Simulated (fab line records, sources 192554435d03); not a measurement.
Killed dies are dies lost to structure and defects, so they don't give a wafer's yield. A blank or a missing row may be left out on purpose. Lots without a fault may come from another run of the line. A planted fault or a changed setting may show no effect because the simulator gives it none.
Which tool did it? | flow n5_finfet | 10 lots, 26 wafers sampled, at 4 steps of a route of 1938

WHAT THE GAUGES READ, wafer by wafer
N5_BEOL_M0_RS_MEAS_126: measures by four-point-probe.
lot  | measured     | on            | M0_RS (ohm/sq)
L389 | day 6 15:12  | film_metro-01 | 0.517 0.514
L392 | day 7 10:22  | film_metro-02 | 0.534 0.535 0.508
L394 | day 7 23:26  | film_metro-01 | 0.537 0.548 0.696
L396 | day 8 02:44  | film_metro-01 | 0.516 0.520 0.782
L400 | day 9 09:53  | film_metro-01 | 0.516 0.516
L403 | day 9 21:18  | film_metro-01 | 0.520 0.531
L406 | day 10 14:41 | film_metro-01 | 0.521 0.511 0.543
L407 | day 10 21:11 | film_metro-01 | 0.522 0.517 0.524
L408 | day 11 09:26 | film_metro-01 | 0.532 0.544 0.535
L410 | day 11 19:20 | film_metro-01 | 0.498 0.513

WHICH TOOL RAN EACH LOT (tool, then ch and the chambers of the sampled wafers, then the start)
lot  | N5_BEOL_M0_SAQP_ILD_DEP_01      | N5_BEOL_M0_ANNEAL_133        | N5_BEOL_M0_CMP_120
L389 | pecvd-02 ch 1, day 6 00:55      | pvd_sputter-03, day 6 13:32  | cmp-03 ch 1,2, day 6 14:25
L392 | pecvd-04 ch 1,2, day 6 21:34    | pvd_sputter-01, day 7 09:10  | cmp-03 ch 0,1,2, day 7 09:49
L394 | pecvd-04 ch 0,1,2, day 7 08:03  | pvd_sputter-02, day 7 22:13  | cmp-03 ch 0,1,2, day 7 22:55
L396 | pecvd-04 ch 0,1,2, day 7 16:06  | pvd_sputter-01, day 8 01:30  | cmp-03 ch 0,3, day 8 02:10
L400 | pecvd-02 ch 1,2, day 8 21:02    | pvd_sputter-03, day 9 08:34  | cmp-03 ch 0,2, day 9 09:27
L403 | pecvd-02 ch 0,1, day 9 08:30    | pvd_sputter-01, day 9 20:05  | cmp-04 ch 0,1, day 9 20:47
L406 | pecvd-03 ch 0,1, day 10 00:59   | pvd_sputter-02, day 10 13:16 | cmp-04 ch 1,2, day 10 13:58
L407 | pecvd-04 ch 0,1,2, day 10 08:54 | pvd_sputter-01, day 10 19:59 | cmp-03 ch 0,1,3, day 10 20:38
L408 | pecvd-04 ch 0,1,2, day 10 15:20 | pvd_sputter-02, day 11 08:13 | cmp-03 ch 1,2,3, day 11 08:58
L410 | pecvd-03 ch 0,1, day 11 03:37   | pvd_sputter-02, day 11 18:07 | cmp-01 ch 2,3, day 11 18:53
- N5_BEOL_M0_SAQP_ILD_DEP_01: deposits SiOC from DEMS/O2, target thk 45.419 nm, time 8.7 s.
- N5_BEOL_M0_ANNEAL_133: time 60 s.
- N5_BEOL_M0_CMP_120: polishes, stops on SiOC, t overpolish 6.9 s.

THE ANSWER, worked out from the rows above alone
Rule: what is usual is taken from the lots themselves. Put in order of their means at a reading, lots are off if they are a third of the lots or fewer, leave a main group of 4 or more, and stand apart from it by a gap of 3 or more times the standard deviation of the main group's means; of several such gaps the widest counts. A main group whose means are all the same, to the digits that the tables above print for the reading, isn't used. A lot without any number at a reading at which 4 lots or more have one is off too. The other lots that the step has rows for count as sound.
Off: L394, L396, at N5_BEOL_M0_RS_MEAS_126 (M0_RS). The main group: mean 0.521 ohm/sq, standard deviation 0.0087.
A tool fits if, at a process step before that reading, it ran every lot that is off, and no sound lot after the first of them. The gauges at N5_BEOL_M0_RS_MEAS_126 are tried like those tools. None of those tried fits.

WHAT THE SIMULATOR HAD PUT IN
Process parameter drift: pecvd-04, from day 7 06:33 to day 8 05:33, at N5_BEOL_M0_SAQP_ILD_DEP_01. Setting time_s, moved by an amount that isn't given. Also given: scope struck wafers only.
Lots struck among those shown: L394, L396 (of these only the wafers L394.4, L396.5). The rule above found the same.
